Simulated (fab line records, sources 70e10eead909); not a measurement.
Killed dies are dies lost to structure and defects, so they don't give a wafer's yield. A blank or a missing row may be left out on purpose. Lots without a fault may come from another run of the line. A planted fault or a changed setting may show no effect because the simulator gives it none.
Chamber matching | flow nand_harc | NHARC_A_CONTACT_ETCH_48 on rie_diel-04: 4 sister chambers
The step etches the open film in CF4, target depth 39 nm, time 65 s. 4 wafers are shown with their chamber, then 9 later ones without.

WAFERS WITH THEIR CHAMBER
wafer  | chamber | showerhead_plenum_p_Torr (Torr)
L085.1 | 0       | 1.75
L089.2 | 2       | 1.86
L089.3 | 3       | 1.80
L089.5 | 1       | 1.67

WAFERS WITHOUT THEIR CHAMBER
wafer  | showerhead_plenum_p_Torr (Torr)
L087.2 | 1.80
L087.4 | 1.75
L087.6 | 1.80
L093.4 | 1.80
L093.5 | 1.67
L093.6 | 1.85
L096.2 | 1.74
L096.5 | 1.74
L096.6 | 1.67

WHICH CHAMBER EACH WENT THROUGH
wafer  | from the rows above | in truth
L087.2 | 3                   | 3
L087.4 | 0                   | 0
L087.6 | 3                   | 3
L093.4 | 3                   | 3
L093.5 | 1                   | 1
L093.6 | 2                   | 2
L096.2 | 0                   | 0
L096.5 | 0                   | 0
L096.6 | 1                   | 1
Placed correctly: 9 of 9. Can't be placed from these rows: 0. Placed wrongly: 0.
How it was worked out, from the rows above alone: a wafer's distance from a chamber is the root of the sum, over the readings, of the square of ((its reading less the chamber's mean) divided by the reading's scatter). The wafer belongs to the nearest chamber; if the next one is less than 2 further off, it can't be placed. A chamber's mean is the mean of its shown wafers. The scatter: with one shown wafer a chamber, the root of the mean of the squares of how far each hidden wafer lies from its nearest shown one.
